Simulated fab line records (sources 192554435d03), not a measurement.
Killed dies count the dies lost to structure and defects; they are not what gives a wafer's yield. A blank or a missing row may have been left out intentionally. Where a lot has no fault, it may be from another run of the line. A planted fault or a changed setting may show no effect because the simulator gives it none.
The tool behind it: which one? / flow n5_finfet / Sampling: 6 lots, 18 wafers, 4 of 1938 route steps

## WHAT THE GAUGES READ, wafer by wafer
N5_SD_EPI_N_INSPECT_26: inspects for defects (darkfield).
lot=L571; measured=day 4 15:29; on=defect_inspect-02; raw_defect_count=161 214 179
lot=L574; measured=day 5 11:10; on=defect_inspect-01; raw_defect_count=231 235 183
lot=L579; measured=day 7 05:07; on=defect_inspect-01; raw_defect_count=282 191 216
lot=L584; measured=day 8 14:24; on=defect_inspect-01; raw_defect_count=285 218 164
lot=L585; measured=day 9 02:08; on=defect_inspect-02; raw_defect_count=157 204 175
lot=L587; measured=day 9 04:37; on=defect_inspect-01; raw_defect_count=234 319 239

## WHICH TOOL RAN EACH LOT (tool, then ch and the chambers of the sampled wafers, then the start)
lot=L571; N5_SD_EPI_N_ETCHBACK_44=rie_diel-02 ch 0,1,2, day 4 11:55; N5_SD_EPI_N_STRIP_38=plasma_asher-02 ch 0,1, day 4 12:17; N5_SD_EPI_N_PRECLEAN_48=epi_rpcvd-04, day 4 12:38
lot=L574; N5_SD_EPI_N_ETCHBACK_44=rie_diel-05 ch 0,1, day 5 06:53; N5_SD_EPI_N_STRIP_38=plasma_asher-02 ch 0,1, day 5 07:16; N5_SD_EPI_N_PRECLEAN_48=epi_rpcvd-03 ch 0, day 5 07:37
lot=L579; N5_SD_EPI_N_ETCHBACK_44=rie_diel-05 ch 2,3, day 6 23:50; N5_SD_EPI_N_STRIP_38=plasma_asher-01 ch 0,1, day 7 00:13; N5_SD_EPI_N_PRECLEAN_48=epi_rpcvd-03 ch 0, day 7 00:43
lot=L584; N5_SD_EPI_N_ETCHBACK_44=rie_diel-05 ch 1,2, day 8 09:58; N5_SD_EPI_N_STRIP_38=plasma_asher-02 ch 0,1, day 8 10:20; N5_SD_EPI_N_PRECLEAN_48=epi_rpcvd-01 ch 0, day 8 10:50
lot=L585; N5_SD_EPI_N_ETCHBACK_44=rie_diel-02 ch 0,3, day 8 21:52; N5_SD_EPI_N_STRIP_38=plasma_asher-01 ch 0,1, day 8 22:14; N5_SD_EPI_N_PRECLEAN_48=epi_rpcvd-01 ch 0, day 8 22:35
lot=L587; N5_SD_EPI_N_ETCHBACK_44=rie_diel-04 ch 0,2,3, day 9 00:07; N5_SD_EPI_N_STRIP_38=plasma_asher-01 ch 0,1, day 9 00:37; N5_SD_EPI_N_PRECLEAN_48=epi_rpcvd-03 ch 0, day 9 01:30
- N5_SD_EPI_N_ETCHBACK_44: etches SiNx in CH3F/O2, stops on SiO2, target depth 14.5 nm.
- N5_SD_EPI_N_STRIP_38: strips in N2/H2.
- N5_SD_EPI_N_PRECLEAN_48: cleans in NF3:NH3, afs cycles 2, time 20 s, sublimation time 60 s.

## THE ANSWER, worked out from the rows above alone
Rule: the lots themselves supply what counts as usual. Put in order of their means at a reading, lots are off if they are a third of the lots or fewer, leave a main group of 4 or more, and stand apart from it by a gap of 3 or more times the standard deviation of the main group's means; of several such gaps the widest counts. A main group is skipped when, at the precision printed for the reading in the tables above, its means are all equal. Also off: a lot with no number at a reading for which 4 or more lots have one. The other lots that the step has rows for count as sound.
No lot is off on any of the readings shown, so nothing can be concluded from this.

## WHAT WAS PUT IN BY THE SIMULATOR
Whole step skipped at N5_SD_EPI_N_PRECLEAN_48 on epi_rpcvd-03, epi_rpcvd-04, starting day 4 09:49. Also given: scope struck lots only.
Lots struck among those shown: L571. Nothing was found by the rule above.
